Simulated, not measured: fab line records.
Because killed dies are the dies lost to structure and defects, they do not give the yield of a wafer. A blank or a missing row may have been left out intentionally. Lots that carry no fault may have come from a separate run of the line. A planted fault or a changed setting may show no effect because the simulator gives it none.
Matching of chambers	flow nand harc	rie diel-13 running NHARC_P_GATE_STRIP_108: 4 sister chambers
The step strips in O2. 4 wafers are shown with their chamber, then 8 later ones without.

## WAFERS WITH THEIR CHAMBER
wafer	chamber	showerhead plenum p Torr (Torr)
L084.3	2	3.29
L088.4	0	3.38
L088.5	3	3.34
L092.2	1	3.69

## WAFERS WHOSE CHAMBER IS MISSING
wafer	showerhead plenum p Torr (Torr)
L092.5	3.34
L092.6	3.37
L094.2	3.69
L094.4	3.37
L094.5	3.34
L097.3	3.69
L097.5	3.29
L097.6	3.34

## WHICH CHAMBER EACH ONE RAN IN
wafer	from the rows above	in truth
L092.5	3	3
L092.6	0	0
L094.2	1	1
L094.4	0	0
L094.5	3	3
L097.3	1	1
L097.5	2	2
L097.6	3	3
Correctly placed: 8 of 8. Not placeable from these rows: 0. Number placed wrongly: 0.
How it was worked out, from the rows above alone: a wafer's distance from a chamber is the root of the sum, over the readings, of the square of ((its reading less the chamber's mean) divided by the reading's scatter). If the next closest chamber is less than 2 further off than the closest, the wafer can't be placed; otherwise it belongs to the closest. Each chamber's mean is taken over the wafers shown for it. The scatter (one wafer shown for each chamber): square how far every hidden wafer sits from the nearest shown wafer, average those squares and take the square root.
